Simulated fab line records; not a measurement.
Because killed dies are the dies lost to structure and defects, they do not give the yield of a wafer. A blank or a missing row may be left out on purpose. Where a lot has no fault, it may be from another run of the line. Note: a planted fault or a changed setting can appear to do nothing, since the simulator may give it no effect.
Struck lot and sound lot, side by side    flow nand harc    21 steps out of a route of 1302
Sound: these wafers, L377.1, L377.3, L377.4. Struck: wafer L386.3; the same lot's L386.6 was not struck, so it is left out; see the end for the cause.
At each step with rows: each side's tool, then ch and its chambers, then its first start. Under that, the readings that differ: sound wafers    struck wafers    difference of the means    sigmas: that difference in standard deviations of wafers without a fault.
alike: readings whose means differ by less than 2 such deviations, and words and numbers that are the same on both sides. not compared: withheld readings, readings that some wafer has no value for, bounds like >300 that may hide the same value, and numbers for which the record gives no deviation and whose values overlap.
Wherever a step has rows on one side only, a row that says differs or no value, or a row with sigmas, the two part there. Non-overlapping numbers with no deviation appear without sigmas and do not part them. Lack of a reading on every wafer of one side parts them only where that side has two or more wafers.

first, 2 steps without rows for these wafers: NHARC_A_M0_PEB_07 (peb time 65 s); NHARC_A_M0_DEVELOP_08 (develop time 35 s).
NHARC_A_M0_CD_MEAS_09 targets a cd of 80 nm.
  sound on cd sem-02 ch 0, day 24 01:13; struck on cd sem-03 ch 0, day 28 09:45
  alike: cd nm
NHARC_A_M0_OVL_MEAS_10: pitch 160 nm.
  sound: overlay-01 at day 24 01:19; struck: overlay-01 at day 28 09:50
  alike: overlay x nm, overlay y nm
NHARC_A_M0_INSPECT_11:
  sound: defect inspect-02 at day 24 01:20; struck: defect inspect-01 at day 28 09:52
reading           sound        struck  difference  sigmas
raw defect count  155 158 149  53      -101        -2
NHARC_A_M0_DESCUM_14: chemistry O2, time 3 s.
  sound on rie diel-05 ch 0,2,3, day 24 01:25; struck on rie diel-10 ch 0, day 28 09:56
reading                 sound              struck  difference  sigmas
oes product au (a.u.)   0.996 1.027 1.012  0.980   -0.032      -2
rf hours counter h (h)  8.3 7.3 5.6        3.4     -3.7        
rf vpp V (V)            59.7 59.4 57.4     56.9    -1.9        -2
  alike: drypump motor current A, showerhead plenum p Torr, throttle valve pct
NHARC_A_M0_ETCH_34: etches the open film in N2/H2, target depth 40 nm, overetch 12 nm, time 43.94 s.
  sound on rie diel-05 ch 1,2,3, day 24 01:29; struck on rie diel-10 ch 1, day 28 10:01
reading                          sound           struck  difference  sigmas
rf hours counter h (h)           7.3 8.3 7.6     3.2     -4.5        
showerhead plenum p Torr (Torr)  2.13 2.13 2.03  1.88    -0.22       -2
  alike: bias w, drypump motor current A, h2 flow sccm, oes product au, rf vpp V, throttle valve pct
then, 1 step without rows for these wafers: NHARC_A_M0_ETCH_15 (etches the open film in C4F8/Ar, target depth 150 nm, overetch 15 nm, time 82.5 s).
NHARC_A_M0_CD_MEAS_16:
  sound: cd sem-02 at day 24 01:43; struck: cd sem-03 at day 28 10:14
  alike: cd nm
then, 2 steps without rows for these wafers: NHARC_A_M0_STRIP_18 (strips in N2/H2); NHARC_A_M0_STRIP_19 (strips in post etch residue remover, time 600 s).
NHARC_A_M0_DEGAS_28: time 60 s.
  sound: pvd sputter-01 at day 24 02:20; struck: pvd sputter-02 at day 28 10:52
  alike: heater power w
NHARC_A_M0_PRE_CLEAN_29: time 30 s.
  sound: pvd sputter-01 at day 24 02:23; struck: pvd sputter-02 at day 28 10:55
  alike: heater power w
then, 1 step without rows for these wafers: NHARC_A_M0_PVD_20 (deposits TaN, target thk 5 nm, time 8.06 s).
NHARC_A_M0_PVD_21: deposits Cu, target thk 30 nm, time 20.49 s.
  sound on pvd sputter-01; struck on pvd sputter-02
  alike: throttle valve pct
then, 1 step without rows for these wafers: NHARC_A_M0_ECD_22 (material Cu, target thk 400 nm).
NHARC_A_M0_ANNEAL_30: time 90 s.
  sound on rtp anneal-01 ch 0, day 24 03:04; struck on rtp anneal-02 ch 0, day 28 11:41
  alike: anneal temp c max, wafer_temp_C_max
then, 1 step without rows for these wafers: NHARC_A_M0_CMP_23 (polishes, t overpolish 20 s, target thk 113.75 nm).
NHARC_A_M0_THK_MEAS_24: measures by xrf.
  sound: film metro-02 at day 24 03:44; struck: film metro-02 at day 28 12:14
  alike: thk nm
then, 1 step without rows for these wafers: NHARC_A_M0_SRD_25.
-- break in the record here, with 2 days between the starts of the struck wafers on either side (left off in module A_M0, picked up again in module END, where the first step shown is number 1302 on the route) --
NHARC_END_SORT_01:
  here the record holds rows for the struck wafers (prober-01 ch 0, day 30 16:08) but none for the sound ones

WHERE THEY PART
Last at NHARC_END_SORT_01 as far as this record goes, first at NHARC_A_M0_INSPECT_11.

WHY: whatever the simulator had introduced
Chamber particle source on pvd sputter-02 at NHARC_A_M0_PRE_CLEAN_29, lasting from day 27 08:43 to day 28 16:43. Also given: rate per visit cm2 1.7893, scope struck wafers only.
